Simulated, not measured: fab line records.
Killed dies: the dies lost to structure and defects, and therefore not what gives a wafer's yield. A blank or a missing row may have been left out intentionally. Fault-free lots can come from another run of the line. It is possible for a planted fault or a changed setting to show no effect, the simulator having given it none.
One fault seen from 3 desks / flow n5_finfet / each desk has only its own numbers; what lay behind them comes last

== THE METROLOGY DESK ==
Lot by lot, what the gauges showed, no matter which tool ran the lot: averages of those sampled wafers that carry a number. The brackets show how far a lot's mean lies from the usual mean; more than 4 standard deviations puts the lot out of limits, marked OUT. Of its 10 readings 7 are shown: those that lie furthest out on some lot.
Columns: A = DIBL_N at N5_BEOL_M4_RC_MEAS_101, usual 36.7 mV/V; B = DIBL_P at N5_BEOL_M4_RC_MEAS_101, usual 36.9 mV/V; C = IOFF_N at N5_BEOL_M4_RC_MEAS_101, usual 0.17 nA/um; D = IOFF_P at N5_BEOL_M4_RC_MEAS_101, usual 0.22 nA/um; E = SS_P at N5_BEOL_M4_RC_MEAS_101, usual 73.5 mV/dec; F = VT_N at N5_BEOL_M4_RC_MEAS_101, usual 250 mV; G = VT_P at N5_BEOL_M4_RC_MEAS_101, usual -250 mV
lot=L752; first seen here=day 8 08:59; A=38.0; B=40.0; C=0.21; D=0.25; E=74.0; F=249; G=-250
lot=L754; first seen here=day 8 23:42; A=36.4; B=36.8; C=0.15; D=0.17; E=73.5; F=251; G=-255
lot=L756; first seen here=day 9 05:26; A=36.1; B=36.2; C=0.16; D=0.19; E=72.9; F=249; G=-253
lot=L755; first seen here=day 9 11:41; A=40.1; B=40.6; C=0.24; D=0.30; E=74.8; F=244; G=-244
lot=L763; first seen here=day 11 11:24; A=38.2; B=38.4; C=0.20; D=0.29; E=74.3; F=248; G=-246
lot=L770; first seen here=day 13 04:05; A=36.0; B=36.3; C=0.16; D=0.22; E=73.7; F=248; G=-249
lot=L771; first seen here=day 13 12:34; A=33.1; B=33.1; C=0.11; D=0.17; E=72.2; F=252; G=-252
lot=L775; first seen here=day 13 21:44; A=37.3; B=38.0; C=0.15; D=0.21; E=73.4; F=253; G=-252
lot=L774; first seen here=day 14 00:39; A=33.3; B=33.8; C=0.13; D=0.17; E=72.6; F=252; G=-252
lot=L773; first seen here=day 14 22:46; A=38.4; B=38.7; C=0.17; D=0.23; E=73.6; F=250; G=-252
This desk's finding: nothing out of limits on any of the 10 lots.

== TOOL OWNER'S DESK, ald_sin-04 ==
The tool's own readings at N5_MOL_CONTACT_COAG_ALD_131 (deposits SiO2, target thk 5 nm, pulse time 1 s, co reactant pulse time 1 s): means of the sampled wafers that have a number, for each lot that ran on this tool. The brackets show how far a lot's mean lies from the usual mean; more than 4 standard deviations puts the lot out of limits, marked OUT.
Columns: A = heater_power_w at N5_MOL_CONTACT_COAG_ALD_131, usual 78 W; B = precursor_pulse_height_rel at N5_MOL_CONTACT_COAG_ALD_131, usual 0.997
lot=L755; first seen here=day 5 22:57; A=68; B=1.003
lot=L756; first seen here=day 6 04:01; A=71; B=1.009
lot=L763; first seen here=day 7 21:50; A=70; B=0.994
lot=L773; first seen here=day 10 16:58; A=71; B=0.991
This desk's finding: nothing out of limits on any of the 4 lots.

== THE DEFECT DESK ==
Counts from the inspections along the route, per lot, as means over the sampled wafers that have a number. The brackets show how far a lot's mean lies from the usual mean; more than 4 standard deviations puts the lot out of limits, marked OUT.
Columns: A = raw_defect_count at N5_MOL_CONTACT_COAG_INSPECT_57, usual 196
lot=L752; first seen here=day 5 02:41; A=188
lot=L754; first seen here=day 5 12:02; A=262
lot=L755; first seen here=day 5 22:43; A=130
lot=L756; first seen here=day 6 03:34; A=201
lot=L763; first seen here=day 7 21:41; A=186
lot=L770; first seen here=day 9 14:32; A=164
lot=L771; first seen here=day 10 02:44; A=180
lot=L773; first seen here=day 10 16:40; A=222
lot=L774; first seen here=day 10 20:25; A=269
lot=L775; first seen here=day 10 23:08; A=190
This desk's finding: nothing out of limits on any of the 10 lots.

== PUT TOGETHER ==
From the metrology desk's view, nothing was out of limits.
The desk of the tool owner found nothing out of limits.
The defect desk saw nothing out of limits.

== WHAT WAS PUT IN BY THE SIMULATOR ==
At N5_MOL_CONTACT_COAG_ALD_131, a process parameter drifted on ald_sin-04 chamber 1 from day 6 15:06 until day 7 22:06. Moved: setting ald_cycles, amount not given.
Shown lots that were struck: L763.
